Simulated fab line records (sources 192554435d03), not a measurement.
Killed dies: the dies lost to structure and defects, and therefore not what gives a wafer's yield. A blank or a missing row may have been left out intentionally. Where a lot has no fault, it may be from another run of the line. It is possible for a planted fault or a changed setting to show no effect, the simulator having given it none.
Comparing a struck lot with a sound one -- flow n5_finfet -- 17 out of 1938 route steps
Sound: the wafers L147.1, L147.3, L147.6. Struck: wafers L158.1, L158.6. (L158.3 of the same lot was not struck and is left out.) The cause comes at the end.
For every step that has rows: the tool of each side, followed by ch and its chambers, followed by its first start. Under that, the readings that differ: sound wafers -- struck wafers -- difference of the means -- sigmas: that difference in standard deviations of wafers without a fault.
alike: same words and numbers on both sides, and readings whose means sit less than 2 such deviations apart. not compared: any withheld reading, any reading some wafer has no value for, any bound like >300 that may hide the same value, and any number with overlapping values for which the record gives no deviation.
A row with sigmas, a row that says differs or no value, or rows on one side alone: a step with any of these is where the two part. When numbers do not overlap yet have no deviation, they are printed without sigmas and do not part them. A reading missing from all wafers of one side parts the sides only when that side holds two or more wafers.

first, 8 steps without rows for these wafers: N5_PASSIVATION_HMDS_03 (time 60 s); N5_PASSIVATION_COAT_04; N5_PASSIVATION_EBR_06; N5_PASSIVATION_SOFTBAKE_05 (time 90 s); N5_PASSIVATION_EXPOSE_07 (exposes mask TV, defocus 0 nm, target cd 3000 nm); N5_PASSIVATION_PEB_08; N5_PASSIVATION_DEVELOP_09 (develop time 60 s); N5_PASSIVATION_HARDBAKE_11 (time 120 s).
N5_PASSIVATION_CD_MEAS_10 targets a cd of 3000 nm.
  sound on cd_sem-02 ch 0, day 13 08:38; struck on cd_sem-02 ch 0, day 16 15:06
  alike: cd_nm
N5_PASSIVATION_OVL_MEAS_60:
  sound on overlay-02 ch 0, day 13 08:40; struck on overlay-02 ch 0, day 16 15:08
  alike: TV_OVL
N5_PASSIVATION_INSPECT_61: inspects for defects (macro).
  struck on defect_inspect-02, day 16 15:10; sound on defect_inspect-02, day 13 08:41
  alike: raw_defect_count
N5_PASSIVATION_DESCUM_12: chemistry O2, time 7.9 s.
  sound on rie_diel-02 ch 1,2, day 13 08:44; struck on rie_diel-01 ch 0,2, day 16 15:11
  alike: drypump_motor_current_A, oes_product_au, rf_vpp_V, showerhead_plenum_p_Torr, throttle_valve_pct
  not compared: rf_hours_counter_h
N5_PASSIVATION_PASS_ETCH_74: etches SiNx in CF4/O2, target depth 220 nm, time 110 s.
  sound on rie_diel-02 ch 1,2, day 13 08:47; struck on rie_diel-01 ch 0,2, day 16 15:16
reading,sound,struck,difference,sigmas
oes_product_au (a.u.),0.70 0.72 0.71,0.95 1.02,+0.28,+3
model.etch.depth_nm (nm),219.8 221.5 219.5,350.2 356.9,+133.3,
model.TV_OPEN.cd_offset_nm (nm),0.2 -0.2 0,-5.6 -6.4,-6.0,
  alike: bias_w, drypump_motor_current_A, rf_vpp_V, showerhead_plenum_p_Torr, throttle_valve_pct
  not compared: rf_hours_counter_h, model.coat_of_PASSIVATION_COAT_04.thk_nm
N5_PASSIVATION_VIA_ETCH_13: etches SiO2 in CHF3/O2, target depth 660 nm, time 330 s.
  sound on rie_diel-02 ch 1,2, day 13 08:53; struck on rie_diel-01 ch 0,2, day 16 15:21
  alike: bias_w, drypump_motor_current_A, etch_rf_on_time_s, oes_product_au, rf_vpp_V, showerhead_plenum_p_Torr, throttle_valve_pct
  not compared: rf_hours_counter_h, model.coat_of_PASSIVATION_COAT_04.thk_nm
N5_PASSIVATION_STRIP_14: strips in O2.
  sound on rie_diel-02 ch 1,2, day 13 09:05; struck on rie_diel-01 ch 0,2, day 16 15:33
  alike: drypump_motor_current_A, oes_product_au, rf_vpp_V, showerhead_plenum_p_Torr, throttle_valve_pct
  not compared: rf_hours_counter_h
N5_PASSIVATION_ETCH_15: etches SiCN in CF4/N2, target depth 75 nm, time 81.2 s.
  sound on rie_diel-02 ch 1,2; struck on rie_diel-01 ch 0,2
reading,sound,struck,difference,sigmas
model.TV_OPEN.cd_offset_nm (nm),1.6 0.8 0.8,-3.2 -4.6,-5.0,
  alike: bias_w, drypump_motor_current_A, oes_product_au, rf_vpp_V, showerhead_plenum_p_Torr, throttle_valve_pct
  not compared: rf_hours_counter_h
then, 1 step without rows for these wafers: N5_PASSIVATION_STRIP_73 (strips in post etch residue remover, time 60 s).

WHERE THEY PART
N5_PASSIVATION_PASS_ETCH_74 only, going by this record. Later steps at which nothing parts them and some readings are alike: N5_PASSIVATION_VIA_ETCH_13, N5_PASSIVATION_STRIP_14, N5_PASSIVATION_ETCH_15.

WHY: what had been put in by the simulator
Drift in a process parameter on rie_diel-01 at N5_PASSIVATION_PASS_ETCH_74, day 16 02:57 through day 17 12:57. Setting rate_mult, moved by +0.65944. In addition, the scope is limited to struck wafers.
